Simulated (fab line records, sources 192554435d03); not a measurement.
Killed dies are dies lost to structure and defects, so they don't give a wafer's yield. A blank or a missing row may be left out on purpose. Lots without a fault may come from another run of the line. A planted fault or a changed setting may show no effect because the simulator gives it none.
fab line records | flow n5_finfet
record lots=5 wafers=14 last_day=20
route steps=1938 shown BEOL_M1@758 BEOL_M4@1111
lots that met no fault: from a run of the same line without faults
start_h: hours from the record's first day to the start of the lot's first wafer shown | wait_h: hours since the lot's step before | " the same as in the row above | L1.1+2: a row that stands for several wafers | - no value, or no start given | * or withheld: withheld | < > ~ a bound
route shown NAME@n: a module of which the file shows steps, and the number in the route of the first | usual: mean/standard deviation of fault-free wafers | same: alike in all rows | chamber/n: place in a boat | sites: the reading at each site | _std_site: their standard deviation | _edge_site: outer sites' mean less inner sites' | radius_mm: how far each site lies from the wafer's centre | mask NAME#n: copy n | behind: the tool/chamber that last shaped the wafer | hold: why the lot was held/for how many hours/how that ended | device: the transistor (n, p or np) that didn't switch | end of line: the same wafers' tests at the end of the route | a step without rows: its recipe alone | killed: dies lost to structure and defects at the first sort, not the wafer's yield | map: a wafer's dies, x killed, . not, _ none there
set.NAME: the setting as run; set.NAME@STEP: as run at that earlier step | model.NAME: the simulator's own value behind a step, which no gauge read
lots at some steps of the route; a table a step, a row a wafer
services: from which hour (start_h, from the record's first day; less than 0 if before it) a tool's chamber was out of use, for how many hours, and why
## steps
# step N5_BEOL_M1_COAT_05
# recipe resist=CAR-EUV spin_rpm=1500 resist_thk_nm=30
# step N5_BEOL_M1_EBR_07
# recipe solvent=PGMEA ebr_width_mm=1.5
# step N5_BEOL_M1_SOFTBAKE_06
# recipe temp_c=110 time_s=60 resist=CAR-EUV
# step N5_BEOL_M1_EXPOSE_08
# recipe mask_id=M1 na=0.33 source_shape=dipole sigma_inner=0.369 sigma_outer=0.767 polarization=unpolarized dose_mj=33
# step N5_BEOL_M1_PEB_09
# recipe peb_temp_c=100 peb_time_s=60 resist=CAR-EUV
# step N5_BEOL_M1_DEVELOP_10
# recipe develop_time_s=30 developer=TMAH resist=CAR-EUV rinse_liquid=surfactant_rinse dry=air_spin dev_temp_c=23
# step N5_BEOL_M1_CD_MEAS_11
# recipe target_cd_nm=17.05 landing_energy_ev=500 detector=se_inlens polarity=opening
# usual cd_nm=17.07/0.24
# same landing_energy_ev=500
# columns lot.wafer tool chamber start_h wait_h cd_nm
L263.3 cd_sem-01 0 186.65 - 17.10
L263.4 " 0 " " 17.28
L263.6 " 0 " " 17.16
L265.1 cd_sem-02 0 198.85 - 17.46
L265.3 " 0 " " 17.28
L265.4 " 0 " " 17.67
L270.1 cd_sem-02 0 239.91 - 17.14
L270.2 " 0 " " 17.01
L272.1 cd_sem-03 0 248.08 - 17.16
L272.4 " 0 " " 17.33
L272.6 " 0 " " 16.80
L274.2 cd_sem-03 0 262.79 - 16.94
L274.3 " 0 " " 17.13
L274.5 " 0 " " 16.64
# step N5_BEOL_M1_OVL_MEAS_12
# recipe points_per_wafer=522
# usual M1_OVL=0.0/0.85
# columns lot.wafer tool chamber start_h wait_h M1_OVL[nm]
L263.3 overlay-02 0 186.69 0.0 0.0
L263.4 " 0 " " 0.5
L263.6 " 0 " " 0.8
L265.1 overlay-01 0 198.88 0.0 0.8
L265.3 " 0 " " 1.0
L265.4 " 0 " " -0.2
L270.1 overlay-02 0 239.94 0.0 0.0
L270.2 " 0 " " -1.2
L272.1 overlay-01 0 248.11 0.0 -0.1
L272.4 " 0 " " -0.7
L272.6 " 0 " " -0.6
L274.2 overlay-02 0 262.82 0.0 1.3
L274.3 " 0 " " 2.2
L274.5 " 0 " " 0.8
# step N5_BEOL_M1_INSPECT_13
# recipe mode=adi inspect_instrument=brightfield
# usual raw_defect_count=388/96
# columns lot.wafer tool chamber start_h wait_h raw_defect_count
L263.3 defect_inspect-01 - 186.73 0.0 470
L263.4 " - " " 371
L263.6 " - " " 398
L265.1 defect_inspect-01 - 198.94 0.1 238
L265.3 " - " " 351
L265.4 " - " " 253
L270.1 defect_inspect-02 - 240.00 0.1 441
L270.2 " - " " 330
L272.1 defect_inspect-01 - 248.17 0.1 449
L272.4 " - " " 465
L272.6 " - " " 487
L274.2 defect_inspect-01 - 262.88 0.0 314
L274.3 " - " " 401
L274.5 " - " " 454
# step N5_BEOL_M1_DESCUM_16
# recipe chemistry=O2 time_s=7 source_power_w=50 bias_power_w=20 pressure_mtorr=20 rf_frequency_hz=2.712e+07 temp_c=40 resist=CAR-EUV o2_flow_sccm=225
# usual drypump_motor_current_A=5.4/0.45 oes_product_au=0.75/0.067 rf_vpp_V=243.6/1.3 showerhead_plenum_p_Torr=2.13/0.067 throttle_valve_pct=20.45/0.21
# columns lot.wafer tool chamber start_h wait_h drypump_motor_current_A oes_product_au rf_hours_counter_h rf_vpp_V showerhead_plenum_p_Torr throttle_valve_pct
L263.3 rie_diel-02 2 186.87 0.1 4.8 0.83 76 243.8 2.21 20.84
L263.4 " 1 " " 5.1 0.74 153 244.1 2.19 20.21
L263.6 " 0 " " 5.0 0.68 - 245.0 2.16 20.55
L265.1 rie_diel-02 2 198.98 0.0 4.8 0.83 79 247.2 2.20 20.84
L265.3 " 3 " " 5.5 0.80 84 244.8 2.20 20.17
L265.4 " 0 " " 5.1 0.68 203 244.2 2.16 20.55
L270.1 rie_diel-02 1 240.03 0.0 5.0 0.75 167 243.9 2.18 20.23
L270.2 " 0 " " 5.1 0.68 215 246.0 2.16 20.58
L272.1 rie_diel-01 3 248.20 0.0 4.6 0.72 188 244.4 2.16 20.26
L272.4 " 0 " " 5.5 0.73 163 243.6 2.18 20.28
L272.6 " 0 " " 5.5 0.73 - 244.5 2.18 20.27
L274.2 rie_diel-04 3 263.02 0.1 5.6 0.74 166 242.2 2.09 20.35
L274.3 " 1 " " 6.1 1.00 0 245.0 2.24 20.16
L274.5 " 2 " " 5.5 0.70 - 240.8 2.06 20.53
# step N5_BEOL_M1_ETCH_74
# recipe chemistry=N2/H2 target=underlayer target_depth_a=65 mask_material=CAR-EUV time_s=5.2 ion_energy_ev=200 pressure_mtorr=30 source_w=840 bias_w=150 n2_flow_sccm=200 h2_flow_sccm=200 ends=cleared
# usual bias_w=150.0/0.37 drypump_motor_current_A=5.4/0.45 etch_rf_on_time_s=5.22/0.088 oes_product_au=0.64/0.057 rf_vpp_V=525.0/2.5 showerhead_plenum_p_Torr=2.59/0.083 throttle_valve_pct=17.90/0.24
# columns lot.wafer tool chamber start_h wait_h bias_w drypump_motor_current_A etch_rf_on_time_s oes_product_au rf_hours_counter_h rf_vpp_V showerhead_plenum_p_Torr throttle_valve_pct
L263.3 rie_diel-02 2 186.90 0.0 150.5 4.8 5.06 0.72 76 529.0 2.69 18.40
L263.4 " 1 " " 150.0 5.1 5.17 0.64 153 528.2 2.65 17.69
L263.6 " 0 " " 149.6 5.1 5.21 0.59 - 528.0 2.64 18.04
L265.1 rie_diel-02 2 199.01 0.0 149.5 4.9 5.12 0.71 79 528.7 2.68 18.38
L265.3 " 3 " " 150.3 5.5 5.25 0.68 84 529.8 2.68 17.57
L265.4 " 0 " " 150.2 5.0 5.32 0.59 203 525.5 2.63 18.04
L270.1 rie_diel-02 1 240.07 0.0 149.3 5.1 5.21 0.63 167 527.0 2.65 17.73
L270.2 " 0 " " 149.7 5.0 5.33 0.58 215 524.0 2.63 18.03
L272.1 rie_diel-01 3 248.24 0.0 150.2 4.7 5.40 0.61 188 526.0 2.64 17.70
L272.4 " 0 " " 149.9 5.4 5.28 0.63 163 526.1 2.64 17.73
L272.6 " 0 " " 150.3 5.5 5.22 0.63 - 526.0 2.64 17.72
L274.2 rie_diel-04 3 263.05 0.0 150.2 5.6 5.12 0.64 166 522.9 2.53 17.77
L274.3 " 1 " " 150.3 6.1 5.16 0.85 0 529.4 2.72 17.53
L274.5 " 2 " " 149.7 5.5 5.26 0.59 - 522.2 2.51 17.98
# step N5_BEOL_M1_ETCH_63
# recipe chemistry=CF4 target=SiARC target_depth_a=156 mask_material=CAR-EUV time_s=26 ion_energy_ev=80 pressure_mtorr=40 source_w=545 bias_w=36 Ar_flow_sccm=100 cf4_flow_sccm=100 ends=cleared
# usual bias_w=35.99/0.11 drypump_motor_current_A=5.4/0.45 etch_rf_on_time_s=26.2/0.44 oes_product_au=0.64/0.058 rf_vpp_V=184.6/1.1 showerhead_plenum_p_Torr=2.18/0.065 throttle_valve_pct=15.65/0.2
# columns lot.wafer tool chamber start_h wait_h bias_w drypump_motor_current_A etch_rf_on_time_s oes_product_au rf_hours_counter_h rf_vpp_V showerhead_plenum_p_Torr throttle_valve_pct
L263.3 rie_diel-02 2 186.92 0.0 36.12 4.8 25.7 0.71 76 184.9 2.25 15.94
L263.4 " 1 " " 36.04 5.1 26.1 0.64 153 186.1 2.23 15.42
L263.6 " 0 " " 35.97 5.1 26.8 0.58 - 185.1 2.21 15.75
L265.1 rie_diel-02 2 199.03 0.0 36.18 4.8 25.3 0.71 79 187.1 2.25 15.96
L265.3 " 3 " " 35.99 5.5 26.2 0.69 84 185.4 2.25 15.36
L265.4 " 0 " " 35.83 5.0 26.5 0.58 203 185.6 2.20 15.77
L270.1 rie_diel-02 1 240.08 0.0 35.86 5.1 25.5 0.64 167 183.5 2.23 15.45
L270.2 " 0 " " 36.04 5.0 26.2 0.58 215 187.0 2.20 15.79
L272.1 rie_diel-01 3 248.26 0.0 35.97 4.6 26.7 0.62 188 185.4 2.22 15.56
L272.4 " 0 " " 35.98 5.5 26.0 0.64 163 186.2 2.22 15.48
L272.6 " 0 " " 35.98 5.5 25.9 0.64 - 183.8 2.23 15.47
L274.2 rie_diel-04 3 263.07 0.0 35.98 5.7 25.7 0.64 166 184.6 2.14 15.53
L274.3 " 1 " " 36.02 6.1 25.9 0.85 0 184.7 2.28 15.31
L274.5 " 2 " " 35.99 5.5 26.7 0.59 - 183.5 2.11 15.77
# step N5_BEOL_M1_ETCH_64
# recipe chemistry=N2/H2 target=SOC target_depth_a=750 overetch_a=150 mask_material=SiARC temp_c=40 time_s=112.5 ion_energy_ev=200 pressure_mtorr=30 source_w=840 bias_w=150 n2_flow_sccm=200 h2_flow_sccm=200
# usual bias_w=150.0/0.52 drypump_motor_current_A=5.4/0.45 oes_product_au=0.60/0.051 rf_vpp_V=525.2/2.3 showerhead_plenum_p_Torr=2.59/0.083 throttle_valve_pct=17.86/0.24
# columns lot.wafer tool chamber start_h wait_h bias_w drypump_motor_current_A oes_product_au rf_hours_counter_h rf_vpp_V showerhead_plenum_p_Torr throttle_valve_pct model.SiARC_of_BEOL_M1_COAT_62.thk_nm
L263.3 rie_diel-02 2 186.95 0.0 150.3 4.8 0.66 76 527.9 2.69 18.32 6.8
L263.4 " 1 " " 150.4 5.0 0.60 153 526.0 2.65 17.62 7
L263.6 " 0 " " 150.4 5.0 0.56 - 525.6 2.64 17.97 7
L265.1 rie_diel-02 2 199.06 0.0 150.5 4.8 0.66 79 528.4 2.68 18.33 6.8
L265.3 " 3 " " 149.7 5.5 0.64 84 526.5 2.68 17.52 6.8
L265.4 " 0 " " 149.8 5.0 0.55 203 525.2 2.63 17.98 7
L270.1 rie_diel-02 1 240.11 0.0 149.7 5.1 0.59 167 526.6 2.65 17.66 6.8
L270.2 " 0 " " - 5.1 0.59 215 527.1 2.63 18.01 7.2
L272.1 rie_diel-01 3 248.28 0.0 148.6 4.6 0.58 188 525.9 2.64 17.68 7
L272.4 " 0 " " 150.1 5.4 0.59 163 526.7 2.64 17.66 6.8
L272.6 " 0 " " 150.4 5.5 0.59 - 526.7 2.64 17.67 6.8
L274.2 rie_diel-04 3 263.10 0.0 150.3 5.7 0.59 166 522.9 2.53 17.72 6.8
L274.3 " 1 " " 150.2 6.1 0.78 0 528.5 2.72 17.47 6.8
L274.5 " 2 " " 149.4 5.5 0.56 - 523.6 2.51 17.97 7
# step N5_BEOL_M1_STRIP_65
# recipe chemistry=N2/H2 temp_c=40 n2_flow_sccm=200 h2_flow_sccm=200 rf_frequency_hz=6e+07
# step N5_BEOL_M4_RC_MEAS_101
# usual DIBL_N=36.3/1.2 DIBL_P=36.3/1.4 IOFF_N=0.160/0.02 IOFF_P=0.210/0.025 ION_N=675/9.5 ION_P=462/7 SS_N=71.5/0.53 SS_P=73.4/0.55 VT_N=249.5/2.6 VT_P=-250.1/2.9
# columns lot.wafer tool chamber start_h wait_h DIBL_N[mV/V] DIBL_P[mV/V] IOFF_N[nA/um] IOFF_P[nA/um] ION_N[uA/um] ION_P[uA/um] SS_N[mV/dec] SS_P[mV/dec] VT_N[mV] VT_P[mV]
L263.3 prober-02 0 283.28 0.3 36.1 35.6 0.153 0.206 670 455 72.4 74.4 250.6 -252.6
L263.4 " 0 " " 35.7 35.1 0.140 0.183 656 457 71.8 73.2 254.5 -253.1
L263.6 " 0 " " 34.8 35.5 0.134 0.198 680 465 71.3 73.1 250.1 -254.4
L265.1 prober-01 0 290.33 0.0 37.0 37.1 0.165 0.240 674 469 72.1 73.7 248.5 -248.5
L265.3 " 0 " " 37.3 37.5 0.175 0.242 690 467 72.2 73.4 248.1 -249.6
L265.4 " 0 " " 39.6 39.4 0.210 0.281 678 465 72.2 74.2 246.4 -245.3
L272.1 prober-01 0 334.37 0.0 34.5 34.8 0.144 0.179 673 456 70.2 71.9 251.6 -254.8
L272.4 " 0 " " 35.2 36.1 0.167 0.198 684 467 70.8 73.4 247.0 -250.6
L272.6 " 0 " " 35.2 35.1 0.160 0.185 675 458 71.4 72.3 249.6 -254.0
L270.1 prober-02 0 338.15 0.0 38.0 39.3 0.195 0.254 681 471 71.8 72.9 247.0 -247.5
L270.2 " 0 " " 36.0 36.0 0.144 0.194 675 463 71.4 73.5 249.6 -252.1
L274.2 prober-02 0 363.44 0.2 35.5 36.3 0.164 0.216 691 475 71.3 73.3 245.8 -247.9
L274.3 " 0 " " 35.2 35.8 0.151 0.197 676 461 70.9 73.0 248.9 -248.3
L274.5 " 0 " " 36.0 36.6 0.176 0.216 688 468 71.5 73.1 245.0 -248.6
## services
# columns tool chamber start_h hours kind
rie_diel-02 3 164.68 12.2 repair
rie_diel-04 1 180.16 11.0 repair
rie_diel-04 0 191.20 - clean
rie_diel-04 0 191.20 - consumable_replace:focus_ring
rie_diel-04 0 191.20 20.1 scheduled_down
rie_diel-04 0 191.20 20.1 vent_cycle
rie_diel-02 - 195.75 0.3 repair
rie_diel-02 3 210.60 4.7 repair
rie_diel-04 1 237.23 - clean
rie_diel-04 1 237.23 - consumable_replace:focus_ring
rie_diel-04 1 237.23 - consumable_replace:showerhead
rie_diel-04 1 237.23 24.6 scheduled_down
rie_diel-04 1 237.23 24.6 vent_cycle
rie_diel-02 - 249.18 0.2 repair
rie_diel-01 1 251.59 - clean
rie_diel-01 1 251.59 - consumable_replace:focus_ring
rie_diel-01 1 251.59 17.7 scheduled_down
rie_diel-01 1 251.59 17.7 vent_cycle
## key
first_sign none at tools or gauges
model_effect step=N5_BEOL_M1_ETCH_64 value=SiARC_of_BEOL_M1_COAT_62.thk_nm without=6.8 struck=7.2
met_at N5_BEOL_M1_ETCH_64
struck_wafers L270.2
onset_between 199.06 240.11
fault kind=process_parameter_drift tool=rie_diel-02 chamber=- onset_h=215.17 steps=N5_BEOL_M1_ETCH_64 channel=time_s offset=* shape=step end_h=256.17 scope=struck_wafers_only acts_in=* stated=*
